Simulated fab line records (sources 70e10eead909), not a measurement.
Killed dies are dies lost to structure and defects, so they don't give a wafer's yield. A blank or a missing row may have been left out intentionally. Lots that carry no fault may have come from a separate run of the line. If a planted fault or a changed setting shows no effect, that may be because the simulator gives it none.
A sampling plan put to the test :: flow nand-harc :: 20 faults told of in these records, all on one fab line, each judged by the records of the lots it struck
What counts as the plan is the set of the line's own looks, namely the steps on the route at which a gauge or an inspection reads a wafer and does not change it. A look can be judged if struck wafers have a number there and the file gives its usual mean and standard deviation on fault-free wafers. Caught: 4 or more of those standard deviations (sigma) separate the usual mean from the mean of the struck wafers at a look after the fault's first step. On the tool: the fault's steps, tested the same way using the tool's own readings. A different recipe on the struck wafers counts as caught too, as does a record blank only for those wafers.

== THE FAULTS, as the simulator had put them in ==
1. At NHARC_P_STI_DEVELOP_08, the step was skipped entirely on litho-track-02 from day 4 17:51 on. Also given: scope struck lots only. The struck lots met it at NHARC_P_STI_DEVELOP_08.
2. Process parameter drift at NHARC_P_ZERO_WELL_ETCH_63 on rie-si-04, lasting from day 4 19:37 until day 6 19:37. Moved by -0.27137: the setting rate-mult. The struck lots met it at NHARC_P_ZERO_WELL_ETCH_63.
3. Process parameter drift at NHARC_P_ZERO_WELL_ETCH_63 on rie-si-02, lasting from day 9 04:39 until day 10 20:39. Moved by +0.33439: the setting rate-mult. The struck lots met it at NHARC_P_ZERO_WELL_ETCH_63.
4. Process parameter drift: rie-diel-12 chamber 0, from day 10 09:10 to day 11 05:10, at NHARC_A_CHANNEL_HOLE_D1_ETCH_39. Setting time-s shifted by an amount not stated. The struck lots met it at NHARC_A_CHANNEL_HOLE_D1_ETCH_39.
5. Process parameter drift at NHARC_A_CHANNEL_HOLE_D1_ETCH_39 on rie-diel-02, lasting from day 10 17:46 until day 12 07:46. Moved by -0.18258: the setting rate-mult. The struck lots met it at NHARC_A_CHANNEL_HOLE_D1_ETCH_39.
6. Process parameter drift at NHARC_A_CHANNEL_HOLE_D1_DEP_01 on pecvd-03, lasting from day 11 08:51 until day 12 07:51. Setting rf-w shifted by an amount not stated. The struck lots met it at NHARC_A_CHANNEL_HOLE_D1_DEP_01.
7. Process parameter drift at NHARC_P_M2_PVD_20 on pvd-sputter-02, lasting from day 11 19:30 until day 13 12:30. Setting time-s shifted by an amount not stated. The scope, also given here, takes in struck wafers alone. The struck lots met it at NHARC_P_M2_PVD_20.
8. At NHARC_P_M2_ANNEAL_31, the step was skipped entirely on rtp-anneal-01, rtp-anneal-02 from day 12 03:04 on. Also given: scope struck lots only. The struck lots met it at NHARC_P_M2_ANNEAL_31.
9. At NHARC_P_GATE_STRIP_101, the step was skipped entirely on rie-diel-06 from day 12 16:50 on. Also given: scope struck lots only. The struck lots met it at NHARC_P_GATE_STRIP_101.
10. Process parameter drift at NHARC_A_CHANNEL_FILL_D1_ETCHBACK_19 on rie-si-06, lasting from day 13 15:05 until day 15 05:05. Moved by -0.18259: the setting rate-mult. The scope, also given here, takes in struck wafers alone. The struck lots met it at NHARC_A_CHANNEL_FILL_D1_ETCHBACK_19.
11. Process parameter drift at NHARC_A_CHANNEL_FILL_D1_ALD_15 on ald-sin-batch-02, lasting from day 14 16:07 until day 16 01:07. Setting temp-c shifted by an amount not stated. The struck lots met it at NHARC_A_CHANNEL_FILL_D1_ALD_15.
12. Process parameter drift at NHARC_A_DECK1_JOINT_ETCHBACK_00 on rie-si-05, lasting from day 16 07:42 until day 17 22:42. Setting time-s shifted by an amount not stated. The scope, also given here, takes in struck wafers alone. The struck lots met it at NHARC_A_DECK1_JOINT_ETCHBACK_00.
13. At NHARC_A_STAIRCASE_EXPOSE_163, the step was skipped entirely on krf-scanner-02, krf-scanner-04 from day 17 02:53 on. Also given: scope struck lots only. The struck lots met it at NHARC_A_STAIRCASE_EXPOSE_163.
14. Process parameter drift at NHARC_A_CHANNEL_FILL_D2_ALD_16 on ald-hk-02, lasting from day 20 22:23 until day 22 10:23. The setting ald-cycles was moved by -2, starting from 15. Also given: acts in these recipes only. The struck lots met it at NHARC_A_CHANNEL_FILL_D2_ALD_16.
15. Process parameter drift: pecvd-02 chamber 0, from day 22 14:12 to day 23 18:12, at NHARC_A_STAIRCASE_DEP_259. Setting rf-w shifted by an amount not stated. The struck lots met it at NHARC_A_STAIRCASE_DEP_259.
16. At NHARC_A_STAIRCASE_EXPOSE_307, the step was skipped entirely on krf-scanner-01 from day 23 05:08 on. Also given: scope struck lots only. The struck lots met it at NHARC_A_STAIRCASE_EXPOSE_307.
17. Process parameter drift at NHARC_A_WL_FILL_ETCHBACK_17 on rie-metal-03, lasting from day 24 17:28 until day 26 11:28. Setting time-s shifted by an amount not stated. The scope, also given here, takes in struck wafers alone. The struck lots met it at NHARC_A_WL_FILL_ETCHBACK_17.
18. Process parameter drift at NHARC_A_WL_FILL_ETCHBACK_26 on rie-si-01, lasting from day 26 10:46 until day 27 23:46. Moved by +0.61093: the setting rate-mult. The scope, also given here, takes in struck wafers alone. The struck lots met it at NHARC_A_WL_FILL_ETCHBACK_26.
19. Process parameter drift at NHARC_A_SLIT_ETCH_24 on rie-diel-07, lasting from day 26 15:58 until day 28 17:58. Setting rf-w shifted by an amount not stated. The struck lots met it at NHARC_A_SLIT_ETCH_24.
20. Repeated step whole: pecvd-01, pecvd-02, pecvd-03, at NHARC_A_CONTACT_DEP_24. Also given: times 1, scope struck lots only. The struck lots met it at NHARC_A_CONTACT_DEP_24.

== WHAT THE PLAN SAW ==
fault: 1
on the tool itself: the tool's record is blank for the struck wafers
first look that catches it: no look after it can be judged
reading, sigma: -
median hours from its first step to that look: -
hours from the fault's start to the first struck lot there: -
judged looks passed uncaught: 0

fault: 2
on the tool itself: oes-product-au -19 sigma
first look that catches it: none of the 3 looks that can be judged after it
reading, sigma: -
median hours from its first step to that look: -
hours from the fault's start to the first struck lot there: -
judged looks passed uncaught: 3

fault: 3
on the tool itself: oes-product-au +25 sigma
first look that catches it: none of the 2 looks that can be judged after it
reading, sigma: -
median hours from its first step to that look: -
hours from the fault's start to the first struck lot there: -
judged looks passed uncaught: 2

fault: 4
on the tool itself: run-length-s -99 or beyond sigma
first look that catches it: not the one look that can be judged after it
reading, sigma: -
median hours from its first step to that look: -
hours from the fault's start to the first struck lot there: -
judged looks passed uncaught: 1

fault: 5
on the tool itself: oes-product-au -13 sigma
first look that catches it: no look after it can be judged
reading, sigma: -
median hours from its first step to that look: -
hours from the fault's start to the first struck lot there: -
judged looks passed uncaught: 0

fault: 6
on the tool itself: rf-fwd-power-W +50 sigma
first look that catches it: no look after it can be judged
reading, sigma: -
median hours from its first step to that look: -
hours from the fault's start to the first struck lot there: -
judged looks passed uncaught: 0

fault: 7
on the tool itself: under 2 sigma
first look that catches it: not the one look that can be judged after it
reading, sigma: -
median hours from its first step to that look: -
hours from the fault's start to the first struck lot there: -
judged looks passed uncaught: 1

fault: 8
on the tool itself: the tool's record is blank for the struck wafers
first look that catches it: NHARC_END_SORT_01
reading, sigma: killed-at-periphery +7.2
median hours from its first step to that look: 430.9
hours from the fault's start to the first struck lot there: 438
judged looks passed uncaught: 0

fault: 9
on the tool itself: the tool's record is blank for the struck wafers
first look that catches it: no look after it can be judged
reading, sigma: -
median hours from its first step to that look: -
hours from the fault's start to the first struck lot there: -
judged looks passed uncaught: 0

fault: 10
on the tool itself: oes-product-au -13 sigma
first look that catches it: no look after it can be judged
reading, sigma: -
median hours from its first step to that look: -
hours from the fault's start to the first struck lot there: -
judged looks passed uncaught: 0

fault: 11
on the tool itself: susceptor-temp-C +99 or beyond sigma
first look that catches it: not the one look that can be judged after it
reading, sigma: -
median hours from its first step to that look: -
hours from the fault's start to the first struck lot there: -
judged looks passed uncaught: 1

fault: 12
on the tool itself: run-length-s -10 sigma
first look that catches it: no look after it can be judged
reading, sigma: -
median hours from its first step to that look: -
hours from the fault's start to the first struck lot there: -
judged looks passed uncaught: 0

fault: 13
on the tool itself: no reading that can be judged
first look that catches it: no look after it can be judged
reading, sigma: -
median hours from its first step to that look: -
hours from the fault's start to the first struck lot there: -
judged looks passed uncaught: 0

fault: 14
on the tool itself: under 2 sigma
first look that catches it: no look after it can be judged
reading, sigma: -
median hours from its first step to that look: -
hours from the fault's start to the first struck lot there: -
judged looks passed uncaught: 0

fault: 15
on the tool itself: rf-fwd-power-W +99 or beyond sigma
first look that catches it: no look after it can be judged
reading, sigma: -
median hours from its first step to that look: -
hours from the fault's start to the first struck lot there: -
judged looks passed uncaught: 0

fault: 16
on the tool itself: no reading that can be judged
first look that catches it: no look after it can be judged
reading, sigma: -
median hours from its first step to that look: -
hours from the fault's start to the first struck lot there: -
judged looks passed uncaught: 0

fault: 17
on the tool itself: run-length-s -23 sigma
first look that catches it: no look after it can be judged
reading, sigma: -
median hours from its first step to that look: -
hours from the fault's start to the first struck lot there: -
judged looks passed uncaught: 0

fault: 18
on the tool itself: oes-product-au +61 sigma
first look that catches it: not the one look that can be judged after it
reading, sigma: -
median hours from its first step to that look: -
hours from the fault's start to the first struck lot there: -
judged looks passed uncaught: 1

fault: 19
on the tool itself: rf-fwd-power-W +99 or beyond sigma
first look that catches it: no look after it can be judged
reading, sigma: -
median hours from its first step to that look: -
hours from the fault's start to the first struck lot there: -
judged looks passed uncaught: 0

fault: 20
on the tool itself: under 2 sigma
first look that catches it: no look after it can be judged
reading, sigma: -
median hours from its first step to that look: -
hours from the fault's start to the first struck lot there: -
judged looks passed uncaught: 0
A dash: the fault isn't caught, or these records don't give the number.

Caught at a look: 1 of 20. Caught on the tool: 15 of 20. By one or the other: 15 of 20.
Faults caught by the tool alone: 1, 2, 3, 4, 5, 6, 9, 10, 11, 12, 15, 17, 18, 19.
Caught by neither: faults 7, 13, 14, 16, 20.

== THINNER SAMPLING ==
Were the look that catches a fault to measure just every second or every third lot (counted by lot number), the first struck lot would, at worst, be measured this late:
fault: 8
struck lots at that look, in order of time: L323
every lot: 438 h
every second lot: may miss it
every third lot: may miss it
Hours count from the start of the fault until the first struck lot that is measured. The limit of 4 sigma was tested on all struck wafers together, so one lot alone may lie under it. Other struck lots may not be in these records.

== THE LONGEST TIMED WAY FROM STEP TO LOOK ==
Fault 8: a median of 430.9 hours passes between NHARC_P_M2_ANNEAL_31 and NHARC_END_SORT_01. No look between them can be judged.
